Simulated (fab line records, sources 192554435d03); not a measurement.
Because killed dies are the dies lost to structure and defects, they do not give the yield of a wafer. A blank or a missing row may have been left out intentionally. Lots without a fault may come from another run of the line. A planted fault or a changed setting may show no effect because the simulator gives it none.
Chamber matching :: flow n5 finfet :: rie diel-05 running N5_BEOL_M5_ETCH_68: 4 sister chambers
The step etches SOC in N2/H2, target depth 80 nm, overetch 16 nm, time 120 s. 18 wafers are shown with their chamber, then 9 later ones without.

== WAFERS, EACH WITH ITS CHAMBER ==
wafer: L081.1
chamber: 3
throttle valve pct (%): 17.6
showerhead plenum p Torr (Torr): 2.58
oes product au (a.u.): 0.66

wafer: L081.3
chamber: 2
throttle valve pct (%): 18.2
showerhead plenum p Torr (Torr): 2.43
oes product au (a.u.): 0.53

wafer: L081.6
chamber: 0
throttle valve pct (%): 17.3
showerhead plenum p Torr (Torr): 2.60
oes product au (a.u.): 0.70

wafer: L080.1
chamber: 3
throttle valve pct (%): 17.6
showerhead plenum p Torr (Torr): 2.58
oes product au (a.u.): 0.66

wafer: L080.2
chamber: 1
throttle valve pct (%): 18.2
showerhead plenum p Torr (Torr): 2.62
oes product au (a.u.): 0.53

wafer: L080.3
chamber: 0
throttle valve pct (%): 17.3
showerhead plenum p Torr (Torr): 2.60
oes product au (a.u.): 0.70

wafer: L083.3
chamber: 1
throttle valve pct (%): 18.2
showerhead plenum p Torr (Torr): 2.62
oes product au (a.u.): 0.52

wafer: L083.4
chamber: 2
throttle valve pct (%): 18.2
showerhead plenum p Torr (Torr): 2.42
oes product au (a.u.): 0.52

wafer: L083.6
chamber: 3
throttle valve pct (%): 17.6
showerhead plenum p Torr (Torr): 2.57
oes product au (a.u.): 0.66

wafer: L084.1
chamber: 2
throttle valve pct (%): 18.2
showerhead plenum p Torr (Torr): 2.42
oes product au (a.u.): 0.53

wafer: L084.4
chamber: 1
throttle valve pct (%): 18.2
showerhead plenum p Torr (Torr): 2.62
oes product au (a.u.): 0.53

wafer: L084.6
chamber: 2
throttle valve pct (%): 18.2
showerhead plenum p Torr (Torr): 2.42
oes product au (a.u.): 0.53

wafer: L085.2
chamber: 0
throttle valve pct (%): 17.3
showerhead plenum p Torr (Torr): 2.60
oes product au (a.u.): 0.68

wafer: L085.3
chamber: 1
throttle valve pct (%): 18.2
showerhead plenum p Torr (Torr): 2.62
oes product au (a.u.): 0.52

wafer: L085.4
chamber: 3
throttle valve pct (%): 17.7
showerhead plenum p Torr (Torr): 2.57
oes product au (a.u.): 0.66

wafer: L089.3
chamber: 3
throttle valve pct (%): 17.7
showerhead plenum p Torr (Torr): 2.57
oes product au (a.u.): 0.65

wafer: L089.4
chamber: 1
throttle valve pct (%): 18.2
showerhead plenum p Torr (Torr): 2.61
oes product au (a.u.): 0.52

wafer: L089.6
chamber: 1
throttle valve pct (%): 18.2
showerhead plenum p Torr (Torr): 2.61
oes product au (a.u.): 0.52

SIGNATURES (means of the wafers above)
reading: throttle valve pct
chamber 0: 17.300
chamber 1: 18.200
chamber 2: 18.200
chamber 3: 17.640
scatter within a chamber: 0.0293

reading: showerhead plenum p Torr
chamber 0: 2.6000
chamber 1: 2.6167
chamber 2: 2.4225
chamber 3: 2.5740
scatter within a chamber: 0.00484

reading: oes product au
chamber 0: 0.6933
chamber 1: 0.5233
chamber 2: 0.5275
chamber 3: 0.6580
scatter within a chamber: 0.0063
Rule: a wafer's distance from a chamber is the root of the sum, over the readings, of the square of ((its reading less the chamber's mean) divided by the reading's scatter). If the next closest chamber is less than 2 further off than the closest, the wafer can't be placed; otherwise it belongs to the closest. The scatter is the square root of a quotient: the sum, over the shown wafers, of each reading's squared deviation from its chamber's mean, divided by wafers minus chambers.

== WAFERS MISSING THEIR CHAMBER ==
wafer: L090.2
throttle valve pct (%): 18.2
showerhead plenum p Torr (Torr): 2.61
oes product au (a.u.): 0.52

wafer: L090.4
throttle valve pct (%): 17.4
showerhead plenum p Torr (Torr): 2.59
oes product au (a.u.): 0.67

wafer: L090.6
throttle valve pct (%): 18.2
showerhead plenum p Torr (Torr): 2.42
oes product au (a.u.): 0.52

wafer: L093.2
throttle valve pct (%): 17.7
showerhead plenum p Torr (Torr): 2.57
oes product au (a.u.): 0.64

wafer: L093.4
throttle valve pct (%): 18.2
showerhead plenum p Torr (Torr): 2.61
oes product au (a.u.): 0.52

wafer: L093.5
throttle valve pct (%): 18.3
showerhead plenum p Torr (Torr): 2.61
oes product au (a.u.): 0.52

wafer: L091.2
throttle valve pct (%): 17.4
showerhead plenum p Torr (Torr): 2.59
oes product au (a.u.): 0.68

wafer: L091.4
throttle valve pct (%): 18.2
showerhead plenum p Torr (Torr): 2.61
oes product au (a.u.): 0.52

wafer: L091.5
throttle valve pct (%): 18.2
showerhead plenum p Torr (Torr): 2.42
oes product au (a.u.): 0.52

== EACH ONE'S CHAMBER ==
wafer: L090.2
from the rows above: 1
in truth: 1

wafer: L090.4
from the rows above: 0
in truth: 0

wafer: L090.6
from the rows above: 2
in truth: 2

wafer: L093.2
from the rows above: 3
in truth: 3

wafer: L093.4
from the rows above: 1
in truth: 1

wafer: L093.5
from the rows above: 1
in truth: 1

wafer: L091.2
from the rows above: 0
in truth: 0

wafer: L091.4
from the rows above: 1
in truth: 1

wafer: L091.5
from the rows above: 2
in truth: 2
Placed correctly: 9 of 9. From these rows, 0 cannot be placed. Placed wrongly: 0.
